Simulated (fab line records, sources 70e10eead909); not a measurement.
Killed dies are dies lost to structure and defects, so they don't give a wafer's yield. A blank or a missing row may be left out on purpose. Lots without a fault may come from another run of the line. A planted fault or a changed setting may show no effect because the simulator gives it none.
Which tool did it? | flow nand_harc | 24 lots, 72 wafers sampled, at 6 steps of a route of 1302

WHAT THE GAUGES READ, wafer by wafer
NHARC_A_ZERO_WELL_CD_MEAS_10: target cd 2000 nm.
lot  | measured     | on        | cd_nm (nm)
L074 | day 6 15:55  | cd_sem-02 | 1997.9 1997.7 1998.5
L075 | day 7 09:10  | cd_sem-02 | 2002.1 2003.3 2002.9
L076 | day 7 13:18  | cd_sem-01 | 2000.0 1999.1 2001.2
L077 | day 8 05:29  | cd_sem-01 | 2001.9 2000.6 2002.3
L078 | day 8 13:15  | cd_sem-02 | 2000.8 2003.7 2000.2
L079 | day 8 17:44  | cd_sem-03 | 1999.7 2001.1 2000.0
L080 | day 9 04:54  | cd_sem-01 | 1998.1 1998.5 2000.1
L081 | day 9 15:13  | cd_sem-01 | 2003.3 2003.7 2000.4
L082 | day 10 04:29 | cd_sem-03 | 2000.0 1999.8 2001.8
L083 | day 10 17:33 | cd_sem-02 | 2001.3 2000.2 2001.1
L084 | day 10 19:50 | cd_sem-03 | 1999.5 2001.6 1998.1
L085 | day 11 07:59 | cd_sem-02 | 2003.2 2001.9 2001.4
L086 | day 11 14:23 | cd_sem-03 | 1997.9 1999.6 1999.1
L087 | day 12 01:43 | cd_sem-02 | 2001.6 2003.0 2001.1
L089 | day 12 21:32 | cd_sem-01 | 1998.4 1998.2 1999.5
L088 | day 12 21:46 | cd_sem-02 | 1997.3 2000.2 1999.4
L090 | day 13 09:33 | cd_sem-01 | 2001.5 2000.6 1999.9
L091 | day 13 20:57 | cd_sem-01 | 1999.5 2001.4 2000.7
L092 | day 14 11:29 | cd_sem-02 | 1999.5 2001.2 2000.4
L093 | day 14 20:17 | cd_sem-01 | 1998.5 1998.8 1999.6
L094 | day 14 21:44 | cd_sem-01 | 2002.9 2001.0 2002.1
L095 | day 15 15:35 | cd_sem-03 | 1999.2 1998.7 1997.3
L096 | day 15 20:52 | cd_sem-02 | 1998.7 2000.9 1998.0
L097 | day 16 06:35 | cd_sem-02 | 2000.8 2000.8 2001.6

NHARC_A_ONON_D1_THK_MEAS_02: measures by ellipsometry.
lot  | measured     | on            | thk_nm (nm)
L074 | day 7 14:24  | film_metro-02 | 998 998 997
L075 | day 8 07:46  | film_metro-01 | 1006 1006 1006
L076 | day 8 12:01  | film_metro-01 | 1007 1007 1006
L077 | day 9 04:25  | film_metro-01 | 1004 1005 1005
L078 | day 9 12:53  | film_metro-01 | 995 992 994
L079 | day 9 16:37  | film_metro-01 | 1002 1004 1002
L080 | day 10 02:25 | film_metro-01 | 1011 1011 1010
L081 | day 10 17:38 | film_metro-02 | 996 998 996
L082 | day 11 06:38 | film_metro-02 | 991 990 992
L083 | day 11 19:47 | film_metro-01 | 1004 1005 1003
L084 | day 11 19:44 | film_metro-02 | 1012 1011 1012
L085 | day 12 08:11 | film_metro-01 | 1005 1005 1005
L086 | day 12 12:43 | film_metro-01 | 995 996 995
L087 | day 13 02:10 | film_metro-02 | 1004 1004 1005
L089 | day 13 20:28 | film_metro-01 | 990 988 990
L088 | day 13 20:28 | film_metro-02 | 993 996 995
L090 | day 14 10:11 | film_metro-02 | 1001 1002 1002
L091 | day 14 18:23 | film_metro-01 | 997 994 995
L092 | day 15 11:05 | film_metro-02 | 999 998 998
L093 | day 15 17:56 | film_metro-01 | 1000 998 999
L094 | day 15 17:56 | film_metro-02 | 1003 1002 1003
L095 | day 16 13:31 | film_metro-01 | 1006 1005 1006
L096 | day 16 20:11 | film_metro-01 | 993 994 995
L097 | day 17 07:01 | film_metro-01 | 989 989 989

NHARC_A_ONON_D1_THK_MEAS_34: measures by ellipsometry.
lot  | measured     | on            | thk_nm (nm)
L074 | day 8 02:22  | film_metro-02 | 199.9 202.8 203.7
L075 | day 8 20:37  | film_metro-02 | 196.5 199.9 199.2
L076 | day 9 00:58  | film_metro-01 | 200.0 201.5 204.4
L077 | day 9 17:16  | film_metro-02 | 205.0 199.4 202.5
L078 | day 10 01:38 | film_metro-01 | 200.3 200.5 202.7
L079 | day 10 05:23 | film_metro-02 | 203.6 203.1 203.4
L080 | day 10 15:26 | film_metro-01 | 201.5 199.7 202.1
L081 | day 11 06:27 | film_metro-01 | 198.4 197.0 201.4
L082 | day 11 19:16 | film_metro-02 | 197.6 201.2 202.4
L083 | day 12 09:06 | film_metro-02 | 198.6 199.8 201.4
L084 | day 12 08:58 | film_metro-01 | 196.7 196.3 198.1
L085 | day 12 20:47 | film_metro-02 | 195.9 196.7 198.5
L086 | day 13 03:58 | film_metro-01 | 197.8 199.3 200.8
L087 | day 13 17:01 | film_metro-01 | 193.7 200.1 198.1
L089 | day 14 09:16 | film_metro-01 | 198.1 200.6 202.5
L088 | day 14 09:16 | film_metro-02 | 198.1 201.8 199.9
L090 | day 15 01:42 | film_metro-01 | 197.0 196.4 200.7
L091 | day 15 07:22 | film_metro-02 | 197.5 198.9 201.8
L092 | day 15 23:52 | film_metro-01 | 203.5 203.5 204.7
L093 | day 16 06:37 | film_metro-01 | 201.3 199.7 202.9
L094 | day 16 06:41 | film_metro-02 | 196.6 195.3 198.5
L095 | day 17 06:37 | film_metro-01 | 198.3 199.0 201.6
L096 | day 17 06:38 | film_metro-02 | 196.1 199.3 202.0
L097 | day 17 19:36 | film_metro-02 | 195.3 196.6 199.8

NHARC_A_CHANNEL_HOLE_D1_OVL_MEAS_11.
lot  | measured     | on         | overlay_x_nm (nm) | overlay_y_nm (nm)
L074 | day 8 06:02  | overlay-02 | -0.2 0.2 -0.3     | -0.3 -0.4 -1.0
L075 | day 8 23:28  | overlay-02 | 0.2 0.2 0.3       | 0.9 0.7 1.1
L076 | day 9 06:01  | overlay-02 | 0.8 1.3 1.2       | 0.8 -0.2 0.1
L077 | day 9 20:08  | overlay-01 | 1.3 1.3 0.7       | 0.0 -0.2 -0.2
L078 | day 10 04:26 | overlay-02 | -0.5 -0.7 0.0     | -0.4 -0.1 -0.4
L079 | day 10 10:08 | overlay-01 | 1.0 0.9 1.0       | -2.0 -1.2 -1.9
L080 | day 10 18:47 | overlay-01 | 0.5 0.2 0.8       | -0.9 -0.9 -1.4
L081 | day 11 11:01 | overlay-01 | -1.6 -1.2 -1.6    | -1.2 -1.2 -1.4
L082 | day 12 01:56 | overlay-01 | 0.1 0.6 -0.1      | 0.2 0.3 0.0
L083 | day 12 12:13 | overlay-02 | 1.2 1.7 1.0       | -0.5 -0.5 -0.3
L084 | day 12 12:04 | overlay-01 | 1.0 0.8 0.9       | -0.8 -1.1 -1.3
L085 | day 13 00:44 | overlay-01 | 1.6 1.9 2.2       | 0.7 0.2 -0.2
L086 | day 13 07:18 | overlay-01 | 0.4 -0.6 0.3      | -0.9 0.0 0.0
L087 | day 13 22:03 | overlay-01 | -0.2 -0.6 -0.5    | -1.5 -1.2 -1.3
L089 | day 14 11:59 | overlay-01 | -0.1 0.1 0.1      | 0.2 -0.1 0.1
L088 | day 14 12:08 | overlay-02 | -0.6 0.0 -0.2     | 1.2 1.4 1.3
L090 | day 15 06:38 | overlay-02 | -0.6 0.1 -0.8     | 0.1 0.1 -0.3
L091 | day 15 14:17 | overlay-02 | -0.7 -0.4 -0.9    | 1.3 0.7 1.2
L092 | day 16 02:37 | overlay-02 | -1.3 -1.3 -0.6    | -0.2 -0.1 0.3
L093 | day 16 10:25 | overlay-01 | -2.0 -1.9 -2.1    | -0.2 0.2 0.2
L094 | day 16 11:12 | overlay-02 | 0.2 -0.3 -0.1     | -0.1 -0.7 -0.5
L095 | day 17 09:27 | overlay-01 | -1.1 -0.6 -0.7    | 0.0 0.2 0.4
L096 | day 17 09:36 | overlay-01 | 0.7 1.2 1.7       | 0.7 0.8 0.5
L097 | day 17 23:11 | overlay-01 | 0.6 1.1 0.9       | -1.0 -0.9 -0.3

WHICH TOOL RAN EACH LOT (tool, then ch and the chambers of the sampled wafers, then the start)
lot  | NHARC_P_BONDPAD_ETCH_37            | NHARC_P_BONDPAD_STRIP_15
L074 | rie_diel-01 ch 1,2, day 6 12:05    | rie_diel-05 ch 2,3, day 6 12:25
L075 | rie_diel-05 ch 0,3, day 7 05:22    | rie_diel-06 ch 2,3, day 7 05:41
L076 | rie_diel-06 ch 0,1,3, day 7 09:32  | rie_diel-01 ch 0,1,2, day 7 09:52
L077 | rie_diel-01 ch 0,1,2, day 8 01:42  | rie_diel-06 ch 0,1,3, day 8 02:02
L078 | rie_diel-06 ch 1,2, day 8 08:59    | rie_diel-01 ch 0,2,3, day 8 09:19
L079 | rie_diel-01 ch 1,2, day 8 13:39    | rie_diel-05 ch 1,2,3, day 8 13:59
L080 | rie_diel-05 ch 1,2,3, day 9 01:05  | rie_diel-01 ch 1,2, day 9 01:24
L081 | rie_diel-01 ch 0,2,3, day 9 11:25  | rie_diel-05 ch 0,2, day 9 11:43
L082 | rie_diel-06 ch 0,2,3, day 10 00:42 | rie_diel-01 ch 0,1,3, day 10 01:01
L083 | rie_diel-01 ch 0,1,2, day 10 13:46 | rie_diel-01 ch 0,1, day 10 14:05
L084 | rie_diel-06 ch 1,2, day 10 16:02   | rie_diel-01 ch 1,2,3, day 10 16:23
L085 | rie_diel-05 ch 0,2,3, day 11 04:08 | rie_diel-01 ch 1,2,3, day 11 04:27
L086 | rie_diel-06 ch 0,3, day 11 10:37   | rie_diel-01 ch 1,3, day 11 10:56
L087 | rie_diel-05 ch 2,3, day 11 21:56   | rie_diel-01 ch 0,2,3, day 11 22:15
L089 | rie_diel-05 ch 0,1,3, day 12 17:44 | rie_diel-06 ch 2,3, day 12 18:02
L088 | rie_diel-01 ch 0,2,3, day 12 17:55 | rie_diel-05 ch 1,2, day 12 18:13
L090 | rie_diel-01 ch 1,3, day 13 05:41   | rie_diel-06 ch 0,1,2, day 13 06:00
L091 | rie_diel-06 ch 0,1,2, day 13 17:04 | rie_diel-05 ch 1,2, day 13 17:22
L092 | rie_diel-01 ch 0,2,3, day 14 07:37 | rie_diel-01 ch 1,2,3, day 14 07:57
L093 | rie_diel-06 ch 1,2, day 14 16:36   | rie_diel-01 ch 0,1,2, day 14 16:58
L094 | rie_diel-05 ch 1,2,3, day 14 17:57 | rie_diel-06 ch 0,2,3, day 14 18:16
L095 | rie_diel-06 ch 0,2, day 15 11:57   | rie_diel-05 ch 0,2, day 15 12:14
L096 | rie_diel-06 ch 0,1,2, day 15 17:05 | rie_diel-06 ch 2,3, day 15 17:23
L097 | rie_diel-01 ch 0,3, day 16 02:43   | rie_diel-06 ch 0,3, day 16 03:02
- NHARC_P_BONDPAD_ETCH_37: etches the open film in N2/H2, target depth 60 nm, overetch 18 nm, time 65.91 s.
- NHARC_P_BONDPAD_STRIP_15: strips in O2.

WHAT THE TOOLS THEMSELVES READ (means of the sampled wafers that have a number; where no wafer has one, the mark that the record gives instead)
NHARC_P_BONDPAD_ETCH_37.
lot  | tool        | drypump_motor_current_A (A) | oes_product_au (a.u.) | rf_vpp_V (V) | showerhead_plenum_p_Torr (Torr) | throttle_valve_pct (%)
L074 | rie_diel-01 | 5.9                         | 1.010                 | 432.5        | 2.10                            | 14.165
L075 | rie_diel-05 | 5.9                         | 1.001                 | 428.5        | 1.97                            | 14.175
L076 | rie_diel-06 | 5.8                         | 0.989                 | 432.1        | 2.08                            | 14.173
L077 | rie_diel-01 | 5.8                         | 1.001                 | 430.8        | 2.03                            | 14.171
L078 | rie_diel-06 | 5.9                         | 0.992                 | 431.0        | 2.04                            | 14.177
L079 | rie_diel-01 | 6.2                         | 0.999                 | 431.1        | 2.06                            | 14.176
L080 | rie_diel-05 | 5.7                         | 0.999                 | 428.1        | 1.94                            | 14.176
L081 | rie_diel-01 | 5.4                         | 0.998                 | 429.6        | 2.00                            | 14.171
L082 | rie_diel-06 | 6.0                         | 0.996                 | 431.0        | 2.06                            | 14.172
L083 | rie_diel-01 | 5.8                         | 1.011                 | 429.3        | 2.03                            | 14.164
L084 | rie_diel-06 | 5.6                         | 0.993                 | 431.0        | 2.07                            | 14.166
L085 | rie_diel-05 | 5.6                         | 0.996                 | 428.9        | 1.97                            | 14.182
L086 | rie_diel-06 | 6.0                         | 0.999                 | 431.9        | 2.10                            | 14.174
L087 | rie_diel-05 | 5.6                         | 0.997                 | 427.0        | 1.91                            | 14.168
L089 | rie_diel-05 | 6.0                         | 1.006                 | 428.8        | 2.00                            | 14.169
L088 | rie_diel-01 | 5.4                         | 0.999                 | 430.0        | 2.00                            | 14.176
L090 | rie_diel-01 | 5.7                         | 1.005                 | 427.7        | 1.96                            | 14.172
L091 | rie_diel-06 | 5.9                         | 0.996                 | 432.1        | 2.09                            | 14.173
L092 | rie_diel-01 | 5.4                         | 1.000                 | 429.5        | 2.00                            | 14.162
L093 | rie_diel-06 | 5.9                         | 1.001                 | 430.5        | 2.04                            | 14.177
L094 | rie_diel-05 | 5.7                         | 0.994                 | 427.2        | 1.94                            | 14.165
L095 | rie_diel-06 | 6.1                         | 0.989                 | 431.4        | 2.06                            | 14.172
L096 | rie_diel-06 | 5.9                         | 0.992                 | 432.4        | 2.09                            | 14.177
L097 | rie_diel-01 | 5.3                         | 1.004                 | 428.5        | 1.93                            | 14.170

NHARC_P_BONDPAD_STRIP_15.
lot  | tool        | drypump_motor_current_A (A) | oes_product_au (a.u.) | rf_vpp_V (V) | showerhead_plenum_p_Torr (Torr) | throttle_valve_pct (%)
L074 | rie_diel-05 | 5.6                         | 1.002                 | 57.7         | 3.33                            | 17.036
L075 | rie_diel-06 | 6.0                         | 0.999                 | 57.9         | 3.48                            | 17.040
L076 | rie_diel-01 | 5.8                         | 1.001                 | 57.6         | 3.52                            | 17.037
L077 | rie_diel-06 | 5.8                         | 0.994                 | 57.9         | 3.59                            | 17.045
L078 | rie_diel-01 | 5.4                         | 1.001                 | 57.3         | 3.47                            | 17.034
L079 | rie_diel-05 | 5.7                         | 0.983                 | 56.9         | 3.37                            | 17.040
L080 | rie_diel-01 | 6.3                         | 0.995                 | 57.1         | 3.56                            | 17.035
L081 | rie_diel-05 | 5.5                         | 0.993                 | 57.7         | 3.52                            | 17.031
L082 | rie_diel-01 | 5.7                         | 1.000                 | 58.0         | 3.41                            | 17.038
L083 | rie_diel-01 | 6.2                         | 1.003                 | 57.8         | 3.45                            | 17.031
L084 | rie_diel-01 | 5.8                         | 1.007                 | 57.4         | 3.52                            | 17.031
L085 | rie_diel-01 | 5.8                         | 1.003                 | 57.2         | 3.52                            | 17.042
L086 | rie_diel-01 | 5.7                         | 1.004                 | 56.6         | 3.41                            | 17.038
L087 | rie_diel-01 | 5.4                         | 1.004                 | 58.2         | 3.47                            | 17.031
L089 | rie_diel-06 | 5.9                         | 0.998                 | 57.7         | 3.46                            | 17.047
L088 | rie_diel-05 | 5.3                         | 1.005                 | 56.6         | 3.37                            | 17.040
L090 | rie_diel-06 | 5.9                         | 0.996                 | 57.9         | 3.60                            | 17.041
L091 | rie_diel-05 | 5.8                         | 0.999                 | 57.8         | 3.42                            | 17.028
L092 | rie_diel-01 | 5.8                         | 1.000                 | 57.3         | 3.52                            | 17.040
L093 | rie_diel-01 | 5.8                         | 1.001                 | 58.3         | 3.52                            | 17.030
L094 | rie_diel-06 | 6.0                         | 0.996                 | 57.0         | 3.55                            | 17.033
L095 | rie_diel-05 | 5.5                         | 1.006                 | 58.2         | 3.52                            | 17.025
L096 | rie_diel-06 | 6.0                         | 1.001                 | 58.9         | 3.47                            | 17.032
L097 | rie_diel-06 | 6.1                         | 1.004                 | 57.4         | 3.62                            | 17.037

THE ANSWER, worked out from the rows above alone
Rule: what is usual is taken from the lots themselves. Put in order of their means at a reading, lots are off if they are a third of the lots or fewer, leave a main group of 4 or more, and stand apart from it by a gap of 3 or more times the standard deviation of the main group's means; of several such gaps the widest counts. A main group whose means are all the same, to the digits that the tables above print for the reading, isn't used. A lot without any number at a reading at which 4 lots or more have one is off too. The other lots that the step has rows for count as sound. The gauges are gone through in route order, then the tools' own readings, and for those a lot's mean is taken as printed above. The first step at which some lot is off is used, and at that step the reading that is off furthest; a lot without a number counts as furthest.
No lot is off at any reading shown: from this, nothing can be told.

WHAT THE SIMULATOR HAD PUT IN
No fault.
